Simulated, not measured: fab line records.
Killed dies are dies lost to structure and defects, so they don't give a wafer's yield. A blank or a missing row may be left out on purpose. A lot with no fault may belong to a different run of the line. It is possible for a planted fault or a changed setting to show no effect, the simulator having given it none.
The same fault as seen by 2 desks -- flow n5_finfet -- every desk sees just its own numbers, and what lay behind them comes last

THE DEFECT DESK
For each lot, the counts of the inspections along the route, averaged over the sampled wafers that have a number. Marked OUT: a lot whose mean sits more than 4 standard deviations from the usual mean, which makes it out of limits; the brackets give that distance.
Columns: A = raw_defect_count at N5_HKMG_FIN_INSPECT_61, usual 1.8
lot,first seen here,A
L582,day 4 18:01,3.0
L583,day 5 03:35,3.0
L591,day 7 03:26,1.0
L592,day 7 07:47,2.5
L593,day 7 15:29,1.5
L596,day 8 06:53,2.3
L599,day 8 23:17,1.7
Finding of this desk: none of the 7 lots has anything out of limits.

AT THE METROLOGY DESK
What the gauges read, lot by lot, whatever tool the lot ran on: means of the sampled wafers that have a number. Marked OUT: a lot whose mean sits more than 4 standard deviations from the usual mean, which makes it out of limits; the brackets give that distance. Readings shown: 7 of its 12, picked as those furthest out on some lot.
Columns: A = cd_nm at N5_HKMG_FIN_CD_MEAS_49, usual 202.2 nm; B = NDIPOLE_OVL at N5_HKMG_FIN_OVL_MEAS_50, usual 0.4 nm; C = DIBL_P at N5_BEOL_M4_RC_MEAS_101, usual 35.4 mV/V; D = ION_N at N5_BEOL_M4_RC_MEAS_101, usual 672 uA/um; E = ION_P at N5_BEOL_M4_RC_MEAS_101, usual 461 uA/um; F = SS_N at N5_BEOL_M4_RC_MEAS_101, usual 71.4 mV/dec; G = VT_P at N5_BEOL_M4_RC_MEAS_101, usual -251 mV
lot,first seen here,A,B,C,D,E,F,G
L582,day 4 17:58,202.4,0.5,36.4,680,459,71.6,-252
L583,day 5 03:32,202.2,0.3,37.2,683,461,71.4,-254
L591,day 7 03:23,200.6,0.2,34.9,660,447,71.7,-257
L592,day 7 07:44,202.1,0.7,35.0,660,453,71.3,-255
L593,day 7 15:26,201.6,1.3,36.2,666,458,72.2,-250
L596,day 8 06:50,202.2,0.0,32.7,671,459,71.0,-251
L599,day 8 23:14,202.9,0.2,35.4,665,452,71.5,-256
Finding of this desk: none of the 7 lots has anything out of limits.

PUT TOGETHER
The defect desk saw nothing out of limits.
At the metrology desk, nothing out of limits was observed.

WHAT HAD BEEN PUT IN BY THE SIMULATOR
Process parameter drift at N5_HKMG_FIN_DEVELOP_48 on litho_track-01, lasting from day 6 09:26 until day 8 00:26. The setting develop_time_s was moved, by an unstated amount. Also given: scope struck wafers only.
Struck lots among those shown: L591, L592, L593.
